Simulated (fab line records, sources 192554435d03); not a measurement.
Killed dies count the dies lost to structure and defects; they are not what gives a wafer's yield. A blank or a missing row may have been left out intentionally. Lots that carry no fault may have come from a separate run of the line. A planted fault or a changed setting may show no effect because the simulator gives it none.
Chamber matching	flow n5 finfet	ald sin-04 running N5_SPACER0_ALD_00: 4 sister chambers
The step deposits SiOCN, target thk 3.5 nm, pulse time 3 s, purge time 2 s. 8 wafers are shown with their chamber, then 8 later ones without.

## WAFERS, EACH WITH ITS CHAMBER
wafer	chamber	heater power w (W)	chamber pressure Torr (Torr)
L078.4	2	734	2.007
L081.1	3	913	2.000
L084.2	3	885	1.994
L084.4	0	859	2.000
L086.1	0	859	1.998
L086.4	1	801	2.003
L086.6	1	818	1.993
L087.1	2	736	2.002

## WAFERS WHOSE CHAMBER IS MISSING
wafer	heater power w (W)	chamber pressure Torr (Torr)
L087.4	808	1.999
L087.5	811	1.998
L088.2	806	1.998
L088.5	802	2.002
L088.6	735	1.998
L094.1	753	2.001
L094.5	754	2.004
L094.6	906	2.006

## EACH ONE'S CHAMBER
wafer	from the rows above	in truth
L087.4	1	1
L087.5	1	1
L088.2	1	1
L088.5	1	1
L088.6	2	2
L094.1	2	2
L094.5	2	2
L094.6	3	3
Correctly placed: 8 of 8. Not placeable from these rows: 0. Number placed wrongly: 0.
How it was worked out, from the rows above alone: a wafer's distance from a chamber is the root of the sum, over the readings, of the square of ((its reading less the chamber's mean) divided by the reading's scatter). The wafer belongs to the nearest chamber; if the next one is less than 2 further off, it can't be placed. For every chamber, the mean is computed from those of its wafers that are shown. The scatter is the square root of a quotient: the sum, over the shown wafers, of each reading's squared deviation from its chamber's mean, divided by wafers minus chambers.
